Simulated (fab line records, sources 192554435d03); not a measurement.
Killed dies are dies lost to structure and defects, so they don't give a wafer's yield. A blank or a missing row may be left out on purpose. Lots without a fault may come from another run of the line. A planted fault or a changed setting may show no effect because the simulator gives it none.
Which tool did it? | flow n5_finfet | 24 lots, 72 wafers sampled, at 6 steps of a route of 1938

WHAT THE GAUGES READ, wafer by wafer
N5_BEOL_M4_CD_MEAS_28: target cd 26.2 nm, target cd y 24.1 nm.
lot  | measured     | on        | cd_nm (nm)
L074 | day 7 13:55  | cd_sem-03 | 25.92 25.79 26.12
L075 | day 7 17:44  | cd_sem-02 | 26.43 26.22 26.28
L076 | day 7 17:59  | cd_sem-03 | 26.30 26.14 25.77
L077 | day 8 08:08  | cd_sem-03 | 26.17 26.02 26.34
L078 | day 8 08:18  | cd_sem-01 | 26.12 26.21 26.11
L079 | day 8 14:04  | cd_sem-01 | 26.16 26.23 26.25
L080 | day 9 00:08  | cd_sem-03 | 26.04 25.93 25.99
L083 | day 9 20:25  | cd_sem-01 | 26.38 26.62 26.18
L081 | day 9 22:37  | cd_sem-02 | 26.30 26.56 26.11
L082 | day 9 23:49  | cd_sem-02 | 26.24 26.14 26.30
L085 | day 10 05:43 | cd_sem-03 | 25.79 26.06 25.77
L084 | day 10 10:13 | cd_sem-01 | 26.09 26.20 26.03
L086 | day 10 14:34 | cd_sem-02 | 26.20 26.31 26.50
L087 | day 10 23:47 | cd_sem-02 | 26.16 26.05 26.44
L089 | day 11 21:59 | cd_sem-02 | 26.47 26.05 26.23
L090 | day 12 12:27 | cd_sem-01 | 26.12 25.76 26.13
L088 | day 12 17:10 | cd_sem-02 | 26.01 26.26 26.82
L091 | day 12 21:45 | cd_sem-02 | 26.19 26.06 26.49
L094 | day 13 00:40 | cd_sem-02 | 26.07 26.15 26.26
L093 | day 13 01:38 | cd_sem-01 | 26.54 26.33 26.05
L096 | day 13 04:10 | cd_sem-02 | 26.21 26.31 26.25
L092 | day 13 06:17 | cd_sem-02 | 26.32 26.12 25.93
L095 | day 13 13:17 | cd_sem-03 | 26.39 26.64 25.96
L097 | day 14 02:37 | cd_sem-02 | 26.25 26.36 26.19

N5_BEOL_M4_THK_MEAS_53: measures by xrf.
lot  | measured     | on            | M4_THK (nm)
L074 | day 8 00:07  | film_metro-02 | 38.4 39.0 38.3
L075 | day 8 02:26  | film_metro-01 | 41.9 40.2 40.2
L076 | day 8 07:01  | film_metro-02 | 39.4 38.8 40.0
L077 | day 8 16:14  | film_metro-02 | 38.1 41.1 39.0
L078 | day 8 22:41  | film_metro-01 | 40.5 42.2 40.6
L079 | day 9 04:52  | film_metro-02 | 39.3 42.1 40.1
L080 | day 9 08:11  | film_metro-01 | 40.6 39.0 39.6
L083 | day 11 02:10 | film_metro-02 | 37.5 39.0 42.0
L081 | day 10 03:28 | film_metro-02 | 39.7 40.0 42.6
L082 | day 11 13:23 | film_metro-02 | 38.7 38.1 38.7
L085 | day 11 15:17 | film_metro-02 | 41.4 39.4 40.3
L084 | day 11 20:49 | film_metro-02 | 38.8 41.6 39.4
L086 | day 11 19:49 | film_metro-01 | 40.3 40.6 39.7
L087 | day 11 20:56 | film_metro-01 | 39.1 39.1 36.6
L089 | day 12 22:04 | film_metro-02 | 39.9 39.0 43.3
L090 | day 13 14:38 | film_metro-01 | 40.7 40.2 39.1
L088 | day 12 23:53 | film_metro-01 | 41.2 39.0 41.5
L091 | day 13 04:52 | film_metro-01 | 38.4 38.7 41.1
L094 | day 13 07:48 | film_metro-01 | 40.8 40.0 42.7
L093 | day 13 19:54 | film_metro-01 | 38.4 41.9 39.6
L096 | day 14 01:18 | film_metro-01 | 39.8 41.4 40.7
L092 | day 14 06:24 | film_metro-02 | 40.0 39.5 41.0
L095 | day 14 05:19 | film_metro-02 | 38.6 39.6 41.1
L097 | day 14 14:04 | film_metro-02 | 41.2 40.1 42.1

WHICH TOOL RAN EACH LOT (tool, then ch and the chambers of the sampled wafers, then the start)
lot  | N5_BEOL_M3_SPUTTER_90        | N5_BEOL_M3_DEP_57               | N5_BEOL_M4_DESCUM_33               | N5_BEOL_M4_ANNEAL_49
L074 | pvd_sputter-01, day 7 08:23  | pecvd-03 ch 0,1,2, day 7 10:02  | rie_diel-02 ch 1,3, day 7 14:58    | pvd_sputter-02, day 7 21:39
L075 | pvd_sputter-02, day 7 13:25  | pecvd-04 ch 0,1, day 7 15:04    | rie_diel-05 ch 1,3, day 7 17:51    | pvd_sputter-03, day 7 23:58
L076 | pvd_sputter-01, day 7 13:38  | pecvd-02 ch 0,2, day 7 15:17    | rie_diel-02 ch 0,1,2, day 7 18:06  | pvd_sputter-01, day 8 04:32
L077 | pvd_sputter-02, day 8 01:43  | pecvd-04 ch 0,2, day 8 04:08    | rie_diel-05 ch 0,3, day 8 08:16    | pvd_sputter-01, day 8 13:29
L078 | pvd_sputter-01, day 8 02:00  | pecvd-03 ch 0,1,2, day 8 04:16  | rie_diel-06 ch 1,3, day 8 08:26    | pvd_sputter-01, day 8 20:13
L079 | pvd_sputter-03, day 8 09:57  | pecvd-04 ch 0,1,2, day 8 11:52  | rie_diel-06 ch 0,1,3, day 8 14:16  | pvd_sputter-03, day 9 02:24
L080 | pvd_sputter-03, day 8 19:13  | pecvd-04 ch 0,1,2, day 8 20:59  | rie_diel-06 ch 0,2,3, day 9 00:15  | pvd_sputter-01, day 9 05:43
L083 | pvd_sputter-03, day 9 15:19  | pecvd-04 ch 0,1,2, day 9 17:14  | rie_diel-05 ch 1,2, day 9 20:44    | pvd_sputter-03, day 10 23:43
L081 | pvd_sputter-01, day 9 15:29  | pecvd-02 ch 0,1, day 9 17:20    | rie_diel-05 ch 0,1, day 9 23:04    | pvd_sputter-03, day 10 01:01
L082 | pvd_sputter-03, day 9 20:25  | pecvd-04 ch 0,2, day 9 22:04    | rie_diel-06 ch 0,2, day 9 23:56    | pvd_sputter-02, day 11 10:55
L085 | pvd_sputter-02, day 10 02:28 | pecvd-04 ch 0,1,2, day 10 04:07 | rie_diel-02 ch 1,3, day 10 05:57   | pvd_sputter-01, day 11 12:45
L084 | pvd_sputter-03, day 10 06:10 | pecvd-04 ch 0,2, day 10 07:50   | rie_diel-06 ch 0,2,3, day 10 10:29 | pvd_sputter-01, day 11 18:20
L086 | pvd_sputter-02, day 10 11:04 | pecvd-04 ch 0,1, day 10 12:48   | rie_diel-05 ch 0,1, day 10 14:42   | pvd_sputter-03, day 11 17:20
L087 | pvd_sputter-03, day 10 19:57 | pecvd-04 ch 0,1,2, day 10 21:35 | rie_diel-06 ch 2,3, day 10 23:55   | pvd_sputter-02, day 11 18:28
L089 | pvd_sputter-02, day 11 16:46 | pecvd-04 ch 0,1,2, day 11 18:43 | rie_diel-06 ch 1,2, day 11 22:10   | pvd_sputter-03, day 12 19:36
L090 | pvd_sputter-01, day 12 08:24 | pecvd-04 ch 1,2, day 12 10:03   | rie_diel-02 ch 0,1, day 12 12:34   | pvd_sputter-02, day 13 12:02
L088 | pvd_sputter-02, day 12 13:11 | pecvd-02 ch 0,1,2, day 12 14:49 | rie_diel-02 ch 2,3, day 12 17:17   | pvd_sputter-02, day 12 21:22
L091 | pvd_sputter-03, day 12 16:56 | pecvd-03 ch 0,1,2, day 12 18:36 | rie_diel-05 ch 1,2,3, day 12 21:52 | pvd_sputter-01, day 13 02:23
L094 | pvd_sputter-03, day 12 18:47 | pecvd-02 ch 0,1,2, day 12 20:37 | rie_diel-06 ch 1,2,3, day 13 00:47 | pvd_sputter-01, day 13 05:20
L093 | pvd_sputter-01, day 12 22:08 | pecvd-04 ch 0,1, day 12 23:47   | rie_diel-05 ch 1,2, day 13 01:46   | pvd_sputter-03, day 13 17:26
L096 | pvd_sputter-03, day 12 22:47 | pecvd-03 ch 0,2, day 13 01:28   | rie_diel-06 ch 1,2,3, day 13 04:17 | pvd_sputter-03, day 13 22:50
L092 | pvd_sputter-02, day 13 01:31 | pecvd-03 ch 0,2, day 13 03:19   | rie_diel-06 ch 2,3, day 13 06:25   | pvd_sputter-03, day 14 03:56
L095 | pvd_sputter-02, day 13 09:29 | pecvd-03 ch 0,1,2, day 13 11:13 | rie_diel-05 ch 0,1,2, day 13 13:25 | pvd_sputter-01, day 14 02:50
L097 | pvd_sputter-02, day 13 21:56 | pecvd-03 ch 0,2, day 13 23:34   | rie_diel-06 ch 0,3, day 14 02:44   | pvd_sputter-03, day 14 11:20
- N5_BEOL_M3_SPUTTER_90: material Cu, target thk 4.5 nm, time 8.29 s.
- N5_BEOL_M3_DEP_57: deposits SiCN from 3MS/NH3, target thk 8 nm, time 14 s.
- N5_BEOL_M4_DESCUM_33: chemistry O2, time 7 s.
- N5_BEOL_M4_ANNEAL_49: time 240 s.

WHAT THE TOOLS THEMSELVES READ (means of the sampled wafers that have a number; where no wafer has one, the mark that the record gives instead)
N5_BEOL_M3_SPUTTER_90.
lot  | tool           | chamber_pressure_pa (Pa) | chuck_sensor_temp_C (C) | substrate_temp_c (C) | susceptor_temp_C (C) | throttle_valve_pct (%)
L074 | pvd_sputter-01 | 0.07001                  | -15.9                   | -20.02               | -19.96               | 30.6
L075 | pvd_sputter-02 | 0.06984                  | -16.2                   | -19.87               | -19.97               | 29.0
L076 | pvd_sputter-01 | 0.06996                  | -15.9                   | -20.03               | -20.00               | 30.6
L077 | pvd_sputter-02 | 0.06997                  | -16.3                   | -19.95               | -19.98               | 30.0
L078 | pvd_sputter-01 | 0.06986                  | -16.0                   | -19.88               | -20.04               | 30.3
L079 | pvd_sputter-03 | 0.07012                  | -16.1                   | -19.99               | -19.91               | 30.0
L080 | pvd_sputter-03 | 0.07005                  | -16.3                   | -20.07               | -19.95               | 29.6
L083 | pvd_sputter-03 | 0.06998                  | -16.1                   | -20.11               | -19.93               | 29.2
L081 | pvd_sputter-01 | 0.07001                  | -16.0                   | -19.91               | -20.00               | 29.8
L082 | pvd_sputter-03 | 0.06994                  | -16.1                   | -20.04               | -19.96               | 30.5
L085 | pvd_sputter-02 | 0.06997                  | -16.2                   | -19.98               | -19.97               | 30.7
L084 | pvd_sputter-03 | 0.07004                  | -16.1                   | -20.03               | -19.97               | 29.7
L086 | pvd_sputter-02 | 0.07001                  | -15.9                   | -19.98               | -19.92               | 29.9
L087 | pvd_sputter-03 | 0.06999                  | -16.0                   | -19.95               | -20.02               | 29.8
L089 | pvd_sputter-02 | 0.07007                  | -16.4                   | -19.98               | -19.96               | 31.1
L090 | pvd_sputter-01 | 0.06999                  | -16.2                   | -19.96               | -19.97               | 30.4
L088 | pvd_sputter-02 | 0.07001                  | -16.3                   | -20.03               | -20.08               | 30.1
L091 | pvd_sputter-03 | 0.07001                  | -15.9                   | -19.93               | -19.94               | 29.6
L094 | pvd_sputter-03 | 0.07005                  | -16.0                   | -20.13               | -20.04               | 30.2
L093 | pvd_sputter-01 | 0.07007                  | -15.7                   | -20.01               | -20.04               | 31.1
L096 | pvd_sputter-03 | 0.07000                  | -16.1                   | -19.88               | -19.91               | 29.5
L092 | pvd_sputter-02 | 0.07003                  | -15.9                   | -20.06               | -19.97               | 29.4
L095 | pvd_sputter-02 | 0.06989                  | -16.2                   | -19.98               | -19.97               | 30.0
L097 | pvd_sputter-02 | 0.07007                  | -16.2                   | -19.99               | -20.01               | 30.0

N5_BEOL_M3_DEP_57.
lot  | tool     | showerhead_plenum_p_Torr (Torr) | throttle_valve_pct (%)
L074 | pecvd-03 | 3.670                           | 8.8
L075 | pecvd-04 | 3.683                           | 8.9
L076 | pecvd-02 | 3.654                           | 8.8
L077 | pecvd-04 | 3.673                           | 9.0
L078 | pecvd-03 | 3.664                           | 9.1
L079 | pecvd-04 | 3.674                           | 8.8
L080 | pecvd-04 | 3.674                           | 8.7
L083 | pecvd-04 | 3.676                           | 8.8
L081 | pecvd-02 | 3.671                           | 8.9
L082 | pecvd-04 | 3.681                           | 9.0
L085 | pecvd-04 | 3.671                           | 9.0
L084 | pecvd-04 | 3.679                           | 9.1
L086 | pecvd-04 | 3.680                           | 9.0
L087 | pecvd-04 | 3.671                           | 8.9
L089 | pecvd-04 | 3.674                           | 8.9
L090 | pecvd-04 | 3.664                           | 8.8
L088 | pecvd-02 | 3.660                           | 8.9
L091 | pecvd-03 | 3.665                           | 9.2
L094 | pecvd-02 | 3.661                           | 8.8
L093 | pecvd-04 | 3.679                           | 8.6
L096 | pecvd-03 | 3.674                           | 8.9
L092 | pecvd-03 | 3.671                           | 8.9
L095 | pecvd-03 | 3.667                           | 9.1
L097 | pecvd-03 | 3.671                           | 9.0

N5_BEOL_M4_DESCUM_33.
lot  | tool        | drypump_motor_current_A (A) | oes_product_au (a.u.) | rf_vpp_V (V) | showerhead_plenum_p_Torr (Torr) | throttle_valve_pct (%)
L074 | rie_diel-02 | 6.4                         | 0.80                  | 243.6        | 2.17                            | 20.3
L075 | rie_diel-05 | 5.9                         | 0.84                  | 242.4        | 2.06                            | 20.2
L076 | rie_diel-02 | 6.2                         | 0.80                  | 243.3        | 2.13                            | 20.3
L077 | rie_diel-05 | 6.1                         | 0.83                  | 243.4        | 2.08                            | 20.3
L078 | rie_diel-06 | 5.3                         | 0.70                  | 240.9        | 2.00                            | 20.6
L079 | rie_diel-06 | 5.4                         | 0.70                  | 242.4        | 1.99                            | 20.5
L080 | rie_diel-06 | 5.3                         | 0.70                  | 243.1        | 2.04                            | 20.5
L083 | rie_diel-05 | 6.6                         | 0.74                  | 243.3        | 2.10                            | 20.3
L081 | rie_diel-05 | 6.5                         | 0.79                  | 243.2        | 2.10                            | 20.2
L082 | rie_diel-06 | 5.2                         | 0.67                  | 243.2        | 2.09                            | 20.7
L085 | rie_diel-02 | 6.0                         | 0.74                  | 243.6        | 2.12                            | 20.6
L084 | rie_diel-06 | 5.2                         | 0.69                  | 241.9        | 2.04                            | 20.5
L086 | rie_diel-05 | 6.5                         | 0.78                  | 243.4        | 2.10                            | 20.2
L087 | rie_diel-06 | 5.0                         | 0.69                  | 243.3        | 2.05                            | 20.4
L089 | rie_diel-06 | 5.1                         | 0.67                  | 242.5        | 2.09                            | 20.9
L090 | rie_diel-02 | 6.0                         | 0.76                  | 243.7        | 2.12                            | 20.4
L088 | rie_diel-02 | 5.8                         | 0.70                  | 242.2        | 2.08                            | 20.7
L091 | rie_diel-05 | 6.1                         | 0.75                  | 242.6        | 2.07                            | 20.4
L094 | rie_diel-06 | 5.1                         | 0.68                  | 242.1        | 2.04                            | 20.7
L093 | rie_diel-05 | 6.4                         | 0.70                  | 243.2        | 2.08                            | 20.6
L096 | rie_diel-06 | 5.1                         | 0.67                  | 242.2        | 2.04                            | 20.7
L092 | rie_diel-06 | 4.9                         | 0.68                  | 243.0        | 2.09                            | 20.6
L095 | rie_diel-05 | 6.5                         | 0.73                  | 242.7        | 2.08                            | 20.4
L097 | rie_diel-06 | 5.3                         | 0.78                  | 242.2        | 2.07                            | 20.2

N5_BEOL_M4_ANNEAL_49.
lot  | tool           | heater_power_w (W) | susceptor_temp_C (C)
L074 | pvd_sputter-02 | 844                | 399.83
L075 | pvd_sputter-03 | 789                | 400.07
L076 | pvd_sputter-01 | 884                | 400.08
L077 | pvd_sputter-01 | 882                | 399.88
L078 | pvd_sputter-01 | 792                | 400.02
L079 | pvd_sputter-03 | 858                | 400.00
L080 | pvd_sputter-01 | 820                | 399.96
L083 | pvd_sputter-03 | 825                | 400.03
L081 | pvd_sputter-03 | 819                | 399.77
L082 | pvd_sputter-02 | 834                | 399.97
L085 | pvd_sputter-01 | 797                | 399.86
L084 | pvd_sputter-01 | 879                | 399.91
L086 | pvd_sputter-03 | 858                | 400.03
L087 | pvd_sputter-02 | 886                | 400.33
L089 | pvd_sputter-03 | 861                | 399.91
L090 | pvd_sputter-02 | 880                | 399.85
L088 | pvd_sputter-02 | 901                | 400.25
L091 | pvd_sputter-01 | 826                | 399.94
L094 | pvd_sputter-01 | 794                | 399.89
L093 | pvd_sputter-03 | 790                | 400.15
L096 | pvd_sputter-03 | 833                | 400.01
L092 | pvd_sputter-03 | 861                | 399.96
L095 | pvd_sputter-01 | 874                | 399.79
L097 | pvd_sputter-03 | 828                | 399.78

THE ANSWER, worked out from the rows above alone
Rule: what is usual is taken from the lots themselves. Put in order of their means at a reading, lots are off if they are a third of the lots or fewer, leave a main group of 4 or more, and stand apart from it by a gap of 3 or more times the standard deviation of the main group's means; of several such gaps the widest counts. A main group whose means are all the same, to the digits that the tables above print for the reading, isn't used. A lot without any number at a reading at which 4 lots or more have one is off too. The other lots that the step has rows for count as sound. The gauges are gone through in route order, then the tools' own readings, and for those a lot's mean is taken as printed above. The first step at which some lot is off is used, and at that step the reading that is off furthest; a lot without a number counts as furthest.
No lot is off at any reading shown: from this, nothing can be told.

WHAT THE SIMULATOR HAD PUT IN
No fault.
